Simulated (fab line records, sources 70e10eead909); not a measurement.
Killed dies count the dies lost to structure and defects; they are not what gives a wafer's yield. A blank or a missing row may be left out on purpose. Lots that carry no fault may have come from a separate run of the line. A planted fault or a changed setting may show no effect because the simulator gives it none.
Chamber matching | flow nand harc | rie diel-06 running NHARC_P_CONTACT_DESCUM_17: 4 sister chambers
The step chemistry O2, time 3 s. 18 wafers are shown with their chamber, then 9 later ones without.

## WAFERS PAIRED WITH THEIR CHAMBERS
wafer  | chamber | showerhead plenum p Torr (Torr) | drypump motor current A (A) | oes product au (a.u.)
L076.1 | 1       | 1.95                            | 5.5                         | 0.990
L076.3 | 3       | 1.92                            | 5.4                         | 0.987
L076.6 | 3       | 1.93                            | 5.4                         | 0.984
L077.3 | 1       | 1.95                            | 5.4                         | 0.974
L077.4 | 0       | 1.85                            | 5.0                         | 1.010
L077.6 | 0       | 1.85                            | 5.0                         | 1.008
L078.2 | 2       | 2.04                            | 5.8                         | 1.018
L078.3 | 0       | 1.85                            | 5.0                         | 0.994
L078.6 | 3       | 1.92                            | 5.4                         | 0.994
L081.1 | 3       | 1.92                            | 5.4                         | 0.989
L081.4 | 0       | 1.85                            | 5.0                         | 1.010
L081.5 | 3       | 1.92                            | 5.4                         | 0.988
L084.1 | 3       | 1.92                            | 5.4                         | 0.992
L084.3 | 2       | 2.04                            | 5.8                         | 0.997
L084.6 | 3       | 1.92                            | 5.4                         | 0.994
L082.1 | 0       | 1.85                            | 5.0                         | 1.002
L082.4 | 2       | 2.04                            | 5.8                         | 1.004
L082.5 | 1       | 1.95                            | 5.4                         | 0.999

SIGNATURES (averages over the wafers above)
reading                  | chamber 0 | chamber 1 | chamber 2 | chamber 3 | scatter within a chamber
showerhead plenum p Torr | 1.8500    | 1.9500    | 2.0400    | 1.9214    | 0.00247
drypump motor current A  | 5.000     | 5.433     | 5.800     | 5.400     | 0.0218
oes product au           | 1.00480   | 0.98767   | 1.00633   | 0.98971   | 0.00767
Rule: a wafer lies at a distance from a chamber equal to the root of the sum of squares, over the readings, of (its reading less the chamber's mean, divided by the reading's scatter). If the next closest chamber is less than 2 further off than the closest, the wafer can't be placed; otherwise it belongs to the closest. The scatter is the square root of a quotient: the sum, over the shown wafers, of each reading's squared deviation from its chamber's mean, divided by wafers minus chambers.

## WAFERS WITHOUT THEIR CHAMBER
wafer  | showerhead plenum p Torr (Torr) | drypump motor current A (A) | oes product au (a.u.)
L092.1 | 1.85                            | 5.0                         | 1.011
L092.2 | 1.94                            | 5.5                         | 0.997
L092.3 | 2.04                            | 5.8                         | 1.008
L094.4 | 2.03                            | 5.8                         | 1.005
L094.5 | 2.03                            | 5.9                         | 1.008
L094.6 | 1.92                            | 5.4                         | 0.994
L095.1 | 1.94                            | 5.5                         | 0.997
L095.2 | 1.92                            | 5.4                         | 0.985
L095.5 | 1.85                            | 5.0                         | 1.018

## CHAMBER TAKEN BY EACH
wafer  | from the rows above | in truth
L092.1 | 0                   | 0
L092.2 | 1                   | 1
L092.3 | 2                   | 2
L094.4 | 2                   | 2
L094.5 | 2                   | 2
L094.6 | 3                   | 3
L095.1 | 1                   | 1
L095.2 | 3                   | 3
L095.5 | 0                   | 0
Correctly placed: 9 of 9. Number that these rows cannot place: 0. Wrongly placed: 0.
